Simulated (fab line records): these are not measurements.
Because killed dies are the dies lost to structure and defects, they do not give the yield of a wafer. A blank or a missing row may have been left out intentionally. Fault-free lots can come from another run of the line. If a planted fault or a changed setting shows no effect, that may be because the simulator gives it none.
Problem report, 8D (eight disciplines) form, completed by code | flow n5-finfet | the parts of the form that need people (team, actions taken, sign-off) are left out

1. THE PROBLEM
Mean of spin-speed-rpm at N5_BEOL_M2_COAT_68: 1591.2 rpm across 6 wafers in 2 lots; on wafers with no fault it is 1500.1 rpm (standard deviation 0.96). Relative to the usual mean, that is a shift of +95 standard deviations.
The step: time 60 s, resist thk 12 nm.
The first sign was on wafer L789.3 at day 10 16:40, on litho-track-04. At this step, 12 wafers from 4 lots have a number in the record. By rule, "out" or "out of limits" means more than 4 standard deviations away from the usual mean. Any other wafer with a number is counted as sound.

2. WHAT IT IS; WHAT IT IS NOT
question                    | is                     | is not
which readings at this step | spin-speed-rpm         | -
which lots                  | L789, L792             | L780, L797
which wafers of those lots  | all that have a number | -
read on which tools         | litho-track-04         | litho-track-02
when                        | from day 10 16:40      | up to then (3 sound wafers); but 3 sound wafers of L797 came after

3. THE SUSPECTS, EACH WITH WHAT RULES IT OUT
Counting: a tool at any process step up to the reading remains a suspect when it ran all the lots that are out and ran no sound lot after the first of those.
- litho-track-04 at N5_BEOL_M2_COAT_68 (time 60 s, resist thk 12 nm): kept. It ran every lot that is out, first L789 (day 10 16:40), and no sound lot after that; its last sound lot up to then is L780 (day 8 23:12). Its own spin-speed-rpm readings are out on those wafers.
After counting, what remains is litho-track-04 at N5_BEOL_M2_COAT_68.

4. THE CAUSE (what the simulator had put in)
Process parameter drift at N5_BEOL_M2_COAT_68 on litho-track-04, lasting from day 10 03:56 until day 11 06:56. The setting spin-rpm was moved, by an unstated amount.
After counting, this tool was the only one left.

5. THE EFFECT CHAIN, in route order
Each row: a reading where the mean over the struck wafers with a number is more than 3 standard deviations away from the usual. Only readings whose record carries a usual standard deviation are examined. hours: median over the lots of the time between each lot's start at the first step of this table that gives one and its start at this step. sigmas: the change, counted in usual standard deviations.
hours | step               | reading        | usual      | on struck wafers | change | sigmas
0     | N5_BEOL_M2_COAT_68 | spin-speed-rpm | 1500.1 rpm | 1591.2           | +91.1  | +95
Here are the process steps it includes:
- N5_BEOL_M2_COAT_68: time 60 s, resist thk 12 nm.
Later steps that measure or inspect, where all struck wafers having a row at the step show a number for every such reading and not one has moved that far: N5_BEOL_M4_RC_MEAS_101.

6. WHAT WOULD HAVE CAUGHT IT SOONER
13 hours passed between the start of the fault at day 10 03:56 and the first reading out of limits in this record, taken at day 10 16:40.
